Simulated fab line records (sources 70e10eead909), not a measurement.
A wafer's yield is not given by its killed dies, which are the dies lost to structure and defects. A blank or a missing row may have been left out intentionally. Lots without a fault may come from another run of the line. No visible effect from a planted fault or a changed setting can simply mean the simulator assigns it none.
Comparing a struck lot with a sound one :: flow nand_harc :: 14 steps out of a route of 1302
Sound: wafers L954.3, L954.4, L954.6. The struck wafers were L963.2, L963.4. The cause is given at the end.
Each step with rows lists, per side, the tool, then ch with its chambers, then its first start. Under that, the readings that differ: sound wafers :: struck wafers :: difference of the means :: sigmas: that difference in standard deviations of wafers without a fault.
alike: a reading whose means differ by less than 2 such deviations, as well as words and numbers matching on both sides. not compared: withheld readings; readings where some wafer has no value; bounds like >300 that might hide an equal value; numbers whose values overlap and for which the record gives no deviation.
The two part at a step that has a row with sigmas, a row that says differs or no value, or rows on one side only. Non-overlapping numbers with no deviation appear without sigmas and do not part them. A reading missing from all wafers of one side parts the sides only when that side holds two or more wafers.

first, 1 step without rows for these wafers: NHARC_A_ONON_D1_DEP_03 (target thk 1000 nm).
NHARC_A_ONON_D1_THK_MEAS_05: measures by ellipsometry.
  sound on film_metro-02, day 8 02:17; struck on film_metro-02, day 12 05:06
  alike: thk_nm
then, no rows for these wafers at 1 step: NHARC_A_ONON_D1_DEP_06 (target thk 1000 nm).
NHARC_A_ONON_D1_THK_MEAS_08: measures by ellipsometry.
  sound on film_metro-02, day 8 02:52; struck on film_metro-01, day 12 05:41
reading: thk_nm (nm)
sound: 1013 1011 1010
struck: 993 992
difference: -19
sigmas: -2
then, no rows for these wafers at 1 step: NHARC_A_ONON_D1_DEP_09 (target thk 1000 nm).
NHARC_A_ONON_D1_THK_MEAS_11: measures by ellipsometry.
  sound on film_metro-02, day 8 03:25; struck on film_metro-02, day 12 06:14
  alike: thk_nm
then, no rows for these wafers at 1 step: NHARC_A_ONON_D1_DEP_12 (target thk 1000 nm).
NHARC_A_ONON_D1_THK_MEAS_14: measures by ellipsometry.
  sound on film_metro-02, day 8 03:59; struck on film_metro-01, day 12 06:49
  alike: thk_nm
then, 2 steps without rows for these wafers: NHARC_A_ONON_D1_ANNEAL_15 (time 3600 s); NHARC_A_ONON_D1_DEP_16 (target thk 1000 nm).
NHARC_A_ONON_D1_THK_MEAS_18: measures by ellipsometry.
  sound on film_metro-01, day 8 12:58; struck on film_metro-01, day 12 14:37
  alike: thk_nm
NHARC_A_ONON_D1_DEP_19: target thk 1000 nm.
  sound on pecvd_onon-04 ch 0, day 8 13:08; struck on pecvd_onon-04 ch 0, day 12 14:44
  alike: susceptor_temp_C
NHARC_A_ONON_D1_THK_MEAS_21: measures by ellipsometry.
  sound on film_metro-02, day 8 13:32; struck on film_metro-02, day 12 15:22
reading: thk_nm (nm)
sound: 996 995 996
struck: 1494 1495
difference: +499
sigmas: +51
  not compared: hold
-- the record jumps here: 16 days lie between the struck wafers' starts before and after (it left off in module A_ONON_D1 and takes up again in module END, whose first step shown is number 1302 of the route) --
NHARC_END_SORT_01:
  sound on prober-01 ch 0, day 24 21:11; struck on prober-01 ch 0, day 28 06:44
reading: hold
sound: - - -
struck: await_dispo/1.5h/release await_dispo/1.5h/release
difference: no value on the sound wafers
sigmas: 

reading: killed_at_array
sound: 71 65 85
struck: 672 670
difference: +597
sigmas: +33

reading: killed_dies
sound: 79 72 92
struck: 677 677
difference: +596
sigmas: +33
  alike: killed_at_other, killed_at_periphery, killed_open, killed_short

WHERE THEY PART
Earliest at NHARC_A_ONON_D1_THK_MEAS_08; latest, in this record, at NHARC_END_SORT_01.

WHY: what had been put in by the simulator
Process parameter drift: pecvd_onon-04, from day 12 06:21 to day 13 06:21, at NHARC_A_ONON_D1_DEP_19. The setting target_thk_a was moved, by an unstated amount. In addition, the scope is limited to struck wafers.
